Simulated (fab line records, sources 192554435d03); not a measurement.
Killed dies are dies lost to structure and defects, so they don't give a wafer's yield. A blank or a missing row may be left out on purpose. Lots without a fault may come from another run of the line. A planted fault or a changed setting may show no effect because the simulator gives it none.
Which tool did it? | flow n5_finfet | 6 lots, 16 wafers sampled, at 2 steps of a route of 1938

WHAT THE GAUGES READ, wafer by wafer
N5_PASSIVATION_INSPECT_61: inspects for defects (macro).
lot  | measured     | on                | raw_defect_count
L120 | day 11 21:25 | defect_inspect-01 | 3 2 2
L122 | day 11 21:27 | defect_inspect-01 | 4 2 4
L124 | day 12 23:20 | defect_inspect-01 | 2 1
L126 | day 13 18:44 | defect_inspect-02 | 1 2 3
L135 | day 16 00:39 | defect_inspect-02 | 2
L141 | day 17 10:36 | defect_inspect-02 | 1 3 1

WHICH TOOL RAN EACH LOT (tool, then ch and the chambers of the sampled wafers, then the start)
lot  | N5_MOL_CONTACT_COAG_ETCH_48
L120 | rie_diel-01 ch 0,3, day 5 11:56
L122 | rie_diel-05 ch 0,1, day 5 21:26
L124 | rie_diel-01 ch 1,2, day 6 10:32
L126 | rie_diel-01 ch 1,2,3, day 7 01:16
L135 | rie_diel-05 ch 0,1, day 9 03:26
L141 | rie_diel-04 ch 2,3, day 10 18:10
- N5_MOL_CONTACT_COAG_ETCH_48: etches SiOC in C4F6/O2, target depth 15 nm, overetch 4.5 nm, time 17 s.

THE ANSWER, worked out from the rows above alone
Rule: what is usual is taken from the lots themselves. Put in order of their means at a reading, lots are off if they are a third of the lots or fewer, leave a main group of 4 or more, and stand apart from it by a gap of 3 or more times the standard deviation of the main group's means; of several such gaps the widest counts. A main group whose means are all the same, to the digits that the tables above print for the reading, isn't used. A lot without any number at a reading at which 4 lots or more have one is off too. The other lots that the step has rows for count as sound.
No lot is off at any reading shown: from this, nothing can be told.

WHAT THE SIMULATOR HAD PUT IN
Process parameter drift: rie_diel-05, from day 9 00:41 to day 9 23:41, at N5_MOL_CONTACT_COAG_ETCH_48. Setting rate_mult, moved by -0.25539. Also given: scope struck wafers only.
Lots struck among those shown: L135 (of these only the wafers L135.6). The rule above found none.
